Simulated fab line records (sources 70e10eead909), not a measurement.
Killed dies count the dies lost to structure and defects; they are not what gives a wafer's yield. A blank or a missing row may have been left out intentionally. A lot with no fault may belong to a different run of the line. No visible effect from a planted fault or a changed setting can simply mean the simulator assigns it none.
Chamber matching | flow nand-harc | NHARC_A_CHANNEL_FILL_D2_ETCHBACK_20 on rie-diel-01: 4 sister chambers
The step etches the open film in C4F8/O2/Ar, target depth 27 nm, time 13.5 s. 8 wafers are shown with their chamber, then 10 later ones without.

EACH WAFER AND ITS CHAMBER
wafer  | chamber | rf-vpp-V (V) | bias-w (W)
L082.4 | 3       | 977          | 1506
L086.2 | 2       | 975          | 1499
L087.6 | 0       | 984          | 1501
L091.1 | 3       | 977          | 1507
L091.5 | 1       | 971          | 1493
L091.6 | 0       | 985          | 1504
L089.2 | 1       | 972          | 1490
L089.3 | 2       | 974          | 1497

WAFERS WITH NO CHAMBER GIVEN
wafer  | rf-vpp-V (V) | bias-w (W)
L089.5 | 985          | 1504
L092.1 | 975          | 1502
L092.5 | 975          | 1510
L092.6 | 976          | 1504
L094.2 | 975          | 1500
L094.4 | 971          | 1500
L094.5 | 977          | 1501
L097.1 | 977          | 1490
L097.2 | 975          | 1502
L097.6 | 976          | 1499

CHAMBER TAKEN BY EACH
wafer  | from the rows above     | in truth
L089.5 | 0                       | 0
L092.1 | can't be placed: 2 or 3 | 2
L092.5 | 3                       | 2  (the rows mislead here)
L092.6 | 3                       | 3
L094.2 | 2                       | 2
L094.4 | can't be placed: 1 or 2 | 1
L094.5 | can't be placed: 3 or 2 | 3
L097.1 | 2                       | 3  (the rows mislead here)
L097.2 | can't be placed: 2 or 3 | 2
L097.6 | 2                       | 2
Correctly placed: 4 of 10. From these rows, 4 cannot be placed; in 4 the true chamber is one of the candidates. 2 placed wrongly.
How it was worked out, from the rows above alone: a wafer's distance from a chamber is the root of the sum, over the readings, of the square of ((its reading less the chamber's mean) divided by the reading's scatter). The wafer belongs to the nearest chamber; if the next one is less than 2 further off, it can't be placed. For every chamber, the mean is computed from those of its wafers that are shown. The scatter is the square root of a quotient: the sum, over the shown wafers, of each reading's squared deviation from its chamber's mean, divided by wafers minus chambers.
